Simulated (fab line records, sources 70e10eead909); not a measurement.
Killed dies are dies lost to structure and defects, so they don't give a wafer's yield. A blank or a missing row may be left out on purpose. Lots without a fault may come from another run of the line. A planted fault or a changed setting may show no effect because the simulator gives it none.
Which tool did it? | flow nand_harc | 24 lots, 72 wafers sampled, at 1 step of a route of 1302

WHAT THE GAUGES READ, wafer by wafer
NHARC_A_CONTACT_CD_MEAS_42: target cd 300 nm. Usual: cd_nm 300.1 nm, standard deviation 0.46.
lot  | measured     | on        | cd_nm (nm)        | flag
L076 | day 21 10:14 | cd_sem-01 | 300.0 300.8 300.5 |
L075 | day 21 11:47 | cd_sem-01 | 300.0 300.1 300.7 |
L074 | day 21 22:36 | cd_sem-01 | 300.0 299.2 299.9 |
L077 | day 23 04:25 | cd_sem-02 | 300.2 300.2 299.7 |
L078 | day 23 07:10 | cd_sem-02 | 299.5 299.4 299.6 |
L080 | day 23 07:20 | cd_sem-01 | 300.3 300.3 300.0 |
L079 | day 23 21:37 | cd_sem-02 | 300.1 300.1 300.6 |
L081 | day 24 10:45 | cd_sem-02 | 300.0 300.4 299.7 |
L082 | day 25 04:55 | cd_sem-02 | 300.6 300.7 300.6 |
L083 | day 25 05:05 | cd_sem-01 | 300.0 300.2 299.8 |
L084 | day 25 12:02 | cd_sem-02 | 300.9 301.0 300.4 |
L085 | day 25 20:58 | cd_sem-02 | 300.2 300.0 300.5 |
L086 | day 26 13:35 | cd_sem-01 | 300.6 300.7 300.5 |
L088 | day 26 13:44 | cd_sem-02 | 300.7 300.1 300.6 |
L089 | day 26 17:44 | cd_sem-02 | 300.0 300.2 299.8 |
L087 | day 26 19:03 | cd_sem-01 | 299.4 300.2 300.1 |
L091 | day 27 16:05 | cd_sem-03 | 300.0 299.6 299.5 |
L090 | day 27 17:09 | cd_sem-01 | 300.0 299.7 299.6 |
L092 | day 28 21:02 | cd_sem-02 | 300.2 300.1 300.4 |
L093 | day 28 21:11 | cd_sem-01 | 299.2 300.2 300.4 |
L094 | day 29 22:37 | cd_sem-02 | 300.5 300.1 299.8 |
L095 | day 30 02:08 | cd_sem-02 | 300.5 300.3 300.7 |
L096 | day 30 02:17 | cd_sem-03 | 299.6 299.0 300.1 |
L097 | day 31 03:57 | cd_sem-03 | 300.8 300.7 300.3 |

WHICH TOOL RAN EACH LOT (tool, then ch and the chambers of the sampled wafers, then the start)
The record holds no process step before these readings.

WHAT THE TOOLS THEMSELVES READ (means of the sampled wafers that have a number; where no wafer has one, the mark that the record gives instead)
The record holds no such reading with a usual standard deviation.

THE ANSWER, worked out from the rows above alone
Rule: a lot is off if the mean of its wafers that have a number lies more than 3 standard deviations from the usual mean. A lot without any number at a reading at which 4 lots or more have one is off too. The other lots that the step has rows for count as sound. The gauges are gone through in route order, then the tools' own readings, and for those a lot's mean is taken as printed above. The first step at which some lot is off is used, and at that step the reading that is off furthest; a lot without a number counts as furthest.
No lot is off at any reading shown: from this, nothing can be told.

WHAT THE SIMULATOR HAD PUT IN
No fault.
